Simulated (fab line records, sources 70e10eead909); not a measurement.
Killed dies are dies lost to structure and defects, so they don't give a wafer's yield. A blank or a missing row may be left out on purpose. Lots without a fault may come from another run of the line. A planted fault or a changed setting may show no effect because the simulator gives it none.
A struck lot beside a sound one | flow nand_harc | 15 steps out of a route of 1159
Sound: wafers L180.4, L180.5, L180.6. Struck: wafers L187.1, L187.4, L187.6. The cause comes at the end.
At each step with rows: each side's tool, then ch and its chambers, then its first start. Under that, the readings that differ: sound wafers | struck wafers | difference of the means | sigmas: that difference in standard deviations of wafers without a fault.
alike: readings whose means differ by less than 2 such deviations, and words and numbers that are the same on both sides. not compared: withheld readings, readings that some wafer has no value for, bounds like >300 that may hide the same value, and numbers for which the record gives no deviation and whose values overlap.
The two part at a step that has a row with sigmas, a row that says differs or no value, or rows on one side only. Numbers that don't overlap but have no deviation are shown without sigmas and don't part them. A reading that every wafer of one side lacks parts them only if that side has two wafers or more.

first, 1 step without rows for these wafers: NHARC_A_ONON_D1_DEP_09 (target thk 1000 nm).
NHARC_A_ONON_D1_THK_MEAS_11: measures by ellipsometry.
  sound on film_metro-02, day 8 20:13; struck on film_metro-01, day 11 03:46
  alike: thk_nm
then, 1 step without rows for these wafers: NHARC_A_ONON_D1_DEP_12 (target thk 1000 nm).
NHARC_A_ONON_D1_THK_MEAS_14: measures by ellipsometry.
  sound on film_metro-02, day 8 20:46; struck on film_metro-02, day 11 04:20
  alike: thk_nm
then, 2 steps without rows for these wafers: NHARC_A_ONON_D1_ANNEAL_15 (time 3600 s); NHARC_A_ONON_D1_DEP_16 (target thk 1000 nm).
NHARC_A_ONON_D1_THK_MEAS_18: measures by ellipsometry.
  sound on film_metro-01, day 9 04:52; struck on film_metro-01, day 11 11:38
  reading     | sound          | struck      | difference | sigmas
  thk_nm (nm) | 1004 1004 1002 | 977 978 978 | -26        | -3
then, 1 step without rows for these wafers: NHARC_A_ONON_D1_DEP_19 (target thk 1000 nm).
NHARC_A_ONON_D1_THK_MEAS_21: measures by ellipsometry.
  sound on film_metro-02, day 9 05:26; struck on film_metro-01, day 11 12:13
  alike: thk_nm
then, 1 step without rows for these wafers: NHARC_A_ONON_D1_DEP_22 (target thk 1000 nm).
NHARC_A_ONON_D1_THK_MEAS_24: measures by ellipsometry.
  sound on film_metro-01, day 9 06:00; struck on film_metro-01, day 11 12:47
  alike: thk_nm
NHARC_A_ONON_D1_DEP_25: target thk 1000 nm.
  sound on pecvd_onon-02 ch 0, day 9 06:13; struck on pecvd_onon-03 ch 0, day 11 12:50
NHARC_A_ONON_D1_THK_MEAS_27: measures by ellipsometry.
  sound on film_metro-01, day 9 06:34; struck on film_metro-01, day 11 13:21
  reading     | sound       | struck         | difference | sigmas
  thk_nm (nm) | 992 994 992 | 1634 1639 1636 | +644       | +74
then, 1 step without rows for these wafers: NHARC_A_ONON_D1_DEP_28 (target thk 1000 nm).
-- the record jumps here: 10 days lie between the struck wafers' starts before and after (it left off in module A_ONON_D1 and takes up again in module END, whose first step shown is number 1159 of the route) --
NHARC_END_SORT_01:
  the record has rows for the struck wafers here (prober-02 ch 0, day 22 01:13) and none for the sound ones

WHERE THEY PART
First at NHARC_A_ONON_D1_THK_MEAS_18; last, within this record, at NHARC_END_SORT_01.

WHY: what the simulator had put in
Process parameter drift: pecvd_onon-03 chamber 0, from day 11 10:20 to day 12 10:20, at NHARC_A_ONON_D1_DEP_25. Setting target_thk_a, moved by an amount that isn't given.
